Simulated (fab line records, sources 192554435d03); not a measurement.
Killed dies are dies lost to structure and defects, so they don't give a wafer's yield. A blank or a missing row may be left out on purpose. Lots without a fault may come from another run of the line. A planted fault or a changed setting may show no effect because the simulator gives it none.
fab line records | flow n5_finfet | part 2 of 2: steps 4 to 6 of 6
record lots=24 wafers=72 last_day=19
route steps=1938 shown SD_EPI_N@271 SD_EPI_P@307 ILD0@339 SDB@369
lots that met no fault: from a run of the same line without faults
start_h: hours from the record's first day to the start of the lot's first wafer shown | wait_h: hours since the lot's step before | " the same as in the row above | L1.1+2: a row that stands for several wafers | - no value, or no start given | * or withheld: withheld | < > ~ a bound
route shown NAME@n: a module of which the file shows steps, and the number in the route of the first | usual: mean/standard deviation of fault-free wafers | same: alike in all rows | chamber/n: place in a boat | sites: the reading at each site | _std_site: their standard deviation | _edge_site: outer sites' mean less inner sites' | radius_mm: how far each site lies from the wafer's centre | mask NAME#n: copy n | behind: the tool/chamber that last shaped the wafer | hold: why the lot was held/for how many hours/how that ended | device: the transistor (n, p or np) that didn't switch | end of line: the same wafers' tests at the end of the route | a step without rows: its recipe alone | killed: dies lost to structure and defects at the first sort, not the wafer's yield | map: a wafer's dies, x killed, . not, _ none there
set.NAME: the setting as run; set.NAME@STEP: as run at that earlier step | model.NAME: the simulator's own value behind a step, which no gauge read
steps of the route over a sample of lots; a table a step, a row a wafer
services: from which hour (start_h, from the record's first day; less than 0 if before it) a tool's chamber was out of use, for how many hours, and why
## steps
# step N5_SD_EPI_P_ETCH_16
# recipe chemistry=CHF3/O2 target=SiO2 target_depth_a=50 mask_material=SOC pressure_mtorr=30 source_w=650 bias_w=170 Ar_flow_sccm=200 CHF3_flow_sccm=50 O2_flow_sccm=5 ion_energy_ev=200
# usual drypump_motor_current_A=5.4/0.39 oes_product_au=0.76/0.067 rf_vpp_V=531/12 showerhead_plenum_p_Torr=2.44/0.075 throttle_valve_pct=19.03/0.2
# columns lot.wafer tool chamber start_h wait_h drypump_motor_current_A oes_product_au rf_hours_counter_h rf_vpp_V showerhead_plenum_p_Torr throttle_valve_pct
L074.1 rie_diel-05 2 56.68 0.1 5.7 0.78 113 500 2.31 19.00
L074.4 " 1 " " 6.1 0.85 44 530 2.44 18.87
L074.6 " 2 " " 5.7 0.78 - 502 2.31 18.98
L075.2 rie_diel-05 1 62.29 0.1 6.1 0.86 46 530 2.44 18.89
L075.4 " 0 " " 5.0 0.69 214 536 2.49 19.43
L075.5 " 1 " " 6.1 0.86 - 529 2.44 18.88
L077.1 rie_diel-04 2 73.38 0.1 5.0 0.68 233 538 2.49 19.38
L077.2 " 3 " " 5.4 0.70 193 533 2.38 19.13
L077.4 " 0 " " 5.5 0.77 155 543 2.52 18.70
L078.1 rie_diel-05 3 78.56 0.1 5.4 0.77 142 527 2.34 18.95
L078.2 " 0 " " 5.0 0.68 220 537 2.49 19.45
L078.4 " 1 " " 6.2 0.85 52 530 2.44 18.87
L079.1 rie_diel-04 3 83.32 0.1 5.4 0.70 197 533 2.38 19.13
L079.4 " 1 " " 5.0 0.76 116 536 2.52 18.91
L079.6 " 1 " " 5.0 0.76 - 535 2.52 18.91
L080.2 rie_diel-04 2 90.57 0.1 5.0 0.67 239 539 2.48 19.39
L080.3 " 1 " " 5.0 0.76 118 534 2.52 18.90
L080.4 " 0 " " 5.5 0.77 162 543 2.52 18.72
L081.3 rie_diel-04 2 98.04 0.1 5.0 0.68 241 537 2.48 19.39
L081.4 " 1 " " 5.0 0.76 120 536 2.52 18.92
L081.6 " 2 " " 5.0 0.69 - 538 2.48 19.38
L082.3 rie_diel-02 1 106.30 0.1 6.0 0.92 25 525 2.46 19.19
L082.4 " 0 " " 5.5 0.81 85 520 2.45 19.04
L082.6 " 1 " " 6.0 0.92 - 526 2.47 19.19
L083.2 rie_diel-05 1 109.80 0.1 6.2 0.84 62 528 2.44 18.90
L083.5 " 3 " " 5.3 0.76 - 526 2.34 18.96
L083.6 " 2 " " 5.7 0.75 - 501 2.30 19.00
L084.1 rie_diel-04 3 116.44 0.1 5.4 0.69 207 534 2.38 19.15
L084.3 " 0 " " 5.5 0.77 170 543 2.51 18.72
L084.5 " 0 " " 5.5 0.75 - 542 2.51 18.73
L085.2 rie_diel-04 2 121.04 0.1 5.0 0.68 247 539 2.48 19.40
L085.4 " 3 " " 5.4 0.69 209 533 2.38 19.17
L085.6 " 0 " " 5.5 0.76 - 541 2.51 18.73
L086.1 rie_diel-05 0 125.80 0.1 5.0 0.67 233 538 2.48 19.46
L086.2 " 3 " " 5.4 0.77 156 526 2.34 18.97
L086.3 " 2 " " 5.7 0.77 136 502 2.30 19.03
L087.1 rie_diel-02 0 131.64 0.1 5.6 0.80 93 519 2.45 19.06
L087.2 " 2 " " 5.7 0.77 142 548 2.51 18.91
L087.5 " 1 " " 6.1 0.91 - 526 2.46 19.22
L088.1 rie_diel-04 3 135.67 0.1 5.4 0.69 212 533 2.37 19.15
L088.4 " 1 " " 5.0 0.76 - 537 2.51 18.92
L088.5 " 0 " " 5.5 0.75 - 542 2.51 18.72
L089.1 rie_diel-04 1 143.14 0.1 5.0 0.74 135 535 2.51 18.94
L089.4 " 1 " " 5.0 0.75 - 536 2.51 18.94
L089.6 " 3 " " 5.4 0.69 - 532 2.37 19.17
L090.1 rie_diel-04 3 151.84 0.1 5.4 0.68 220 533 2.37 19.19
L090.5 " 1 " " 5.0 0.75 - 535 2.51 18.95
L090.6 " 0 " " 5.5 0.75 - 542 2.51 18.76
L091.1 rie_diel-04 2 154.65 0.1 5.0 0.97 1 537 2.48 19.01
L091.2 " 0 " " 5.4 0.75 183 541 2.51 18.74
L091.4 " 3 " " 5.3 0.68 221 533 2.37 19.19
L092.2 rie_diel-05 0 162.32 0.1 4.9 0.67 245 536 2.48 19.47
L092.4 " 2 " " 5.7 0.75 146 501 2.30 19.04
L092.5 " 0 " " 5.0 0.67 - 536 2.48 19.48
L076.2 rie_diel-02 0 171.75 0.1 5.5 0.79 105 520 2.45 19.08
L076.3 " 1 " " 6.0 0.88 44 525 2.46 19.22
L076.5 " 1 " " 6.1 0.88 - 526 2.46 19.24
L093.2 rie_diel-05 3 172.21 0.1 5.4 0.75 169 524 2.33 19.00
L093.4 " 2 " " 5.6 0.75 149 499 2.30 19.03
L093.6 " 0 " " 5.0 0.67 - 536 2.48 19.48
L094.4 rie_diel-04 3 181.39 0.1 5.4 0.67 228 533 2.37 19.20
L094.5 " 1 " " 5.0 0.73 - 536 2.51 18.96
L094.6 " 0 " " 5.5 0.74 - 542 2.50 18.77
L095.1 rie_diel-05 3 188.95 0.1 5.4 0.74 175 526 2.33 19.02
L095.3 " 2 " " 5.7 0.75 154 499 2.30 19.06
L095.6 " 2 " " 5.7 0.75 - 501 2.29 19.05
L097.1 rie_diel-04 2 192.88 0.1 5.0 0.93 11 538 2.47 19.05
L097.3 " 3 " " 5.4 0.66 231 533 2.37 19.20
L097.6 " 3 " " 5.4 0.67 - 534 2.37 19.20
L096.1 rie_diel-05 1 194.27 0.1 6.2 0.81 88 529 2.43 18.95
L096.3 " 3 " " 5.4 0.75 178 527 2.33 18.99
L096.4 " 3 " " 5.4 0.75 - 526 2.33 19.00
# step N5_ILD0_THK_MEAS_04
# usual thk_nm=197.6/1.3
# columns lot.wafer tool chamber start_h wait_h thk_nm
L074.1 film_metro-02 - 63.64 - 198.3
L074.4 " - " " 195.7
L074.6 " - " " 195.2
L075.2 film_metro-02 - 69.20 - 196.9
L075.4 " - " " 198.0
L075.5 " - " " 195.7
L077.1 film_metro-02 - 80.05 - 196.2
L077.2 " - " " 197.5
L077.4 " - " " 198.6
L078.1 film_metro-02 - 85.25 - 198.3
L078.2 " - " " 196.3
L078.4 " - " " 195.7
L079.1 film_metro-01 - 90.40 - 198.6
L079.4 " - " " 197.3
L079.6 " - " " 200.1
L080.2 film_metro-02 - 97.15 - 200.8
L080.3 " - " " 199.6
L080.4 " - " " 197.7
L081.3 film_metro-01 - 104.68 - 199.4
L081.4 " - " " 196.7
L081.6 " - " " 196.7
L082.3 film_metro-02 - 113.24 - 197.5
L082.4 " - " " 197.9
L082.6 " - " " 197.4
L083.2 film_metro-01 - 117.68 - 197.9
L083.5 " - " " 196.0
L083.6 " - " " 197.8
L084.1 film_metro-01 - 123.00 - 198.0
L084.3 " - " " 197.2
L084.5 " - " " 198.0
L085.2 film_metro-01 - 127.86 - 197.6
L085.4 " - " " 199.3
L085.6 " - " " 198.5
L086.1 film_metro-02 - 132.80 - 197.2
L086.2 " - " " 197.4
L086.3 " - " " 196.6
L087.1 film_metro-02 - 138.21 - 197.2
L087.2 " - " " 196.8
L087.5 " - " " 198.0
L088.1 film_metro-01 - 143.21 - 197.9
L088.4 " - " " 196.5
L088.5 " - " " 196.8
L089.1 film_metro-02 - 149.72 - 197.0
L089.4 " - " " 196.8
L089.6 " - " " 200.5
L090.1 film_metro-01 - 158.51 - 194.9
L090.5 " - " " 196.4
L090.6 " - " " 195.5
L091.1 film_metro-01 - 162.43 - 197.0
L091.2 " - " " 199.1
L091.4 " - " " 196.4
L092.2 film_metro-02 - 169.02 - 196.9
L092.4 " - " " 199.0
L092.5 " - " " 196.4
L076.2 film_metro-01 - 178.31 - 197.1
L076.3 " - " " 196.9
L076.5 " - " " 198.5
L093.2 film_metro-01 - 178.78 - 198.1
L093.4 " - " " 197.5
L093.6 " - " " 196.4
L094.4 film_metro-02 - 187.97 - 199.5
L094.5 " - " " 200.7
L094.6 " - " " 196.1
L095.1 film_metro-02 - 195.50 - 200.8
L095.3 " - " " 196.2
L095.6 " - " " 196.0
L097.1 film_metro-02 - 199.51 - 199.2
L097.3 " - " " 195.8
L097.6 " - " " 199.6
L096.1 film_metro-01 - 201.02 - 197.0
L096.3 " - " " 196.7
L096.4 " - " " 197.0
# step N5_SDB_CUT_ETCH_26
# recipe chemistry=HBr/Cl2/O2 target=Si target_depth_a=1296 bt_time_s=20 mask_material=SiNx time_s=51.8 ion_energy_ev=* bias_w=* pressure_mtorr=10 icp_w=800 HBr_flow_sccm=150 Cl2_flow_sccm=80 O2_flow_sccm=12
# usual drypump_motor_current_A=5.5/0.44 oes_product_au=1.004/0.014 throttle_valve_pct=37.40/0.29
# columns lot.wafer tool chamber start_h wait_h drypump_motor_current_A oes_product_au rf_hours_counter_h throttle_valve_pct
L074.1 rie_si-03 2 69.20 0.1 5.8 1.006 8 37.31
L074.4 " 1 " " 5.1 1.019 2 36.86
L074.6 " 3 " " 5.2 0.989 - 37.72
L075.2 rie_si-03 3 74.32 0.1 5.2 0.996 179 37.74
L075.4 " 0 " " 6.2 0.973 18 37.88
L075.5 " 2 " " 5.8 1.002 - 37.32
L077.1 rie_si-05 2 84.69 0.1 5.8 0.986 114 37.50
L077.2 " 1 " " 4.7 1.007 71 37.57
L077.4 " 3 " " 5.2 1.015 101 37.15
L078.1 rie_si-02 3 90.95 0.1 5.5 1.002 38 37.68
L078.2 " 2 " " 5.8 1.020 41 37.24
L078.4 " 0 " " 4.8 1.001 65 37.22
L079.1 rie_si-03 3 95.18 0.1 5.2 0.988 179 37.74
L079.4 " 1 " " 5.1 1.027 2 36.84
L079.6 " 2 " " 5.8 1.008 - 37.30
L080.2 rie_si-03 2 102.69 0.1 5.8 1.012 9 37.33
L080.3 " 0 " " 6.2 0.994 18 37.88
L080.4 " 1 " " 5.1 1.025 3 36.84
L081.3 rie_si-03 1 109.49 0.1 5.1 1.020 3 36.85
L081.4 " 2 " " 5.8 1.009 9 37.31
L081.6 " 1 " " 5.1 1.030 - 36.85
L082.3 rie_si-02 3 117.90 0.1 5.5 1.011 38 37.68
L082.4 " 2 " " 5.8 1.017 42 37.23
L082.6 " 1 " " 5.6 0.998 - 37.23
L083.2 rie_si-02 2 122.31 0.1 5.8 1.008 42 37.24
L083.5 " 2 " " 5.8 1.013 - 37.22
L083.6 " 3 " " 5.4 1.010 - 37.71
L084.1 rie_si-02 1 128.47 0.1 5.6 0.992 75 37.23
L084.3 " 0 " " 4.8 1.008 66 37.23
L084.5 " 2 " " 5.8 1.014 - 37.22
L085.2 rie_si-02 1 132.60 0.1 5.6 1.001 75 37.24
L085.4 " 3 " " 5.4 1.013 38 37.70
L085.6 " 3 " " 5.4 1.005 - 37.69
L086.1 rie_si-02 1 137.44 0.1 5.6 0.998 75 37.23
L086.2 " 2 " " 5.8 1.015 42 37.23
L086.3 " 0 " " 4.8 1.000 66 37.24
L087.1 rie_si-03 1 143.22 0.1 5.1 1.026 3 36.86
L087.2 " 2 " " 5.8 1.011 10 37.32
L087.5 " 3 " " 5.2 0.994 - 37.73
L088.1 rie_si-05 0 148.53 0.1 5.9 1.010 118 37.35
L088.4 " 2 " " 5.8 1.000 115 37.51
L088.5 " 0 " " 5.9 1.012 - 37.35
L089.1 rie_si-03 1 155.18 0.1 5.1 1.018 4 36.85
L089.4 " 3 " " 5.2 0.989 181 37.73
L089.6 " 0 " " 6.2 0.975 - 37.88
L090.1 rie_si-05 1 163.29 0.1 4.7 1.007 73 37.58
L090.5 " 3 " " 5.2 1.011 - 37.13
L090.6 " 2 " " 5.8 0.993 - 37.53
L091.1 rie_si-05 3 167.23 0.1 5.2 1.013 102 37.13
L091.2 " 0 " " 5.9 1.014 118 37.35
L091.4 " 2 " " 5.8 0.998 115 37.50
L092.2 rie_si-03 0 173.64 0.1 6.2 0.975 20 37.89
L092.4 " 3 " " 5.2 0.994 181 37.72
L092.5 " 1 " " 5.1 1.030 - 36.85
L093.2 rie_si-02 2 184.47 0.1 5.8 1.011 43 37.23
L093.4 " 2 " " 5.8 1.010 - 37.22
L093.6 " 1 " " 5.6 1.001 - 37.23
L076.2 rie_si-05 1 184.51 0.1 4.7 1.013 73 37.58
L076.3 " 3 " " 5.2 1.015 103 37.16
L076.5 " 2 " " 5.8 0.990 - 37.51
L094.4 rie_si-03 3 193.52 0.1 5.2 0.996 181 37.74
L094.5 " 2 " " 5.8 1.010 - 37.32
L094.6 " 3 " " 5.2 0.991 - 37.72
L095.1 rie_si-03 3 200.85 0.1 5.2 0.992 181 37.74
L095.3 " 1 " " 5.1 1.024 5 36.82
L095.6 " 0 " " 6.2 0.983 - 37.90
L097.1 rie_si-05 2 204.94 0.1 5.8 0.996 116 37.49
L097.3 " 1 " " 4.7 1.019 73 37.57
L097.6 " 2 " " 5.8 1.004 - 37.50
L096.1 rie_si-05 2 206.22 0.1 5.8 0.996 116 37.49
L096.3 " 0 " " 5.9 1.010 119 37.35
L096.4 " 1 " " 4.7 1.007 73 37.58
## services
# columns tool chamber start_h hours kind
rie_si-05 3 35.56 8.3 repair
rie_diel-04 - 38.56 2.8 pm
rie_diel-02 3 50.39 12.1 repair
rie_diel-04 - 54.55 14.6 pm
rie_si-03 3 58.52 6.6 repair
rie_diel-02 3 66.11 4.3 repair
rie_diel-05 0 66.63 1.9 repair
rie_si-02 3 67.78 4.5 repair
rie_diel-04 - 95.90 0.4 repair
rie_si-02 1 100.25 3.1 repair
rie_diel-02 3 117.94 - clean
rie_diel-05 2 128.71 1.6 repair
rie_diel-04 2 130.35 - clean
rie_diel-04 2 130.35 - consumable_replace:focus_ring
rie_diel-04 2 130.35 22.3 scheduled_down
rie_diel-04 2 130.35 22.3 vent_cycle
rie_diel-05 - 139.60 0.4 repair
rie_si-02 3 166.33 30.2 repair
rie_si-03 3 178.93 7.2 repair
rie_diel-02 - 180.09 1.3 repair
rie_diel-05 0 181.45 - clean
rie_diel-05 0 181.45 - consumable_replace:focus_ring
rie_diel-05 0 181.45 24.0 scheduled_down
rie_diel-05 0 181.45 24.0 vent_cycle
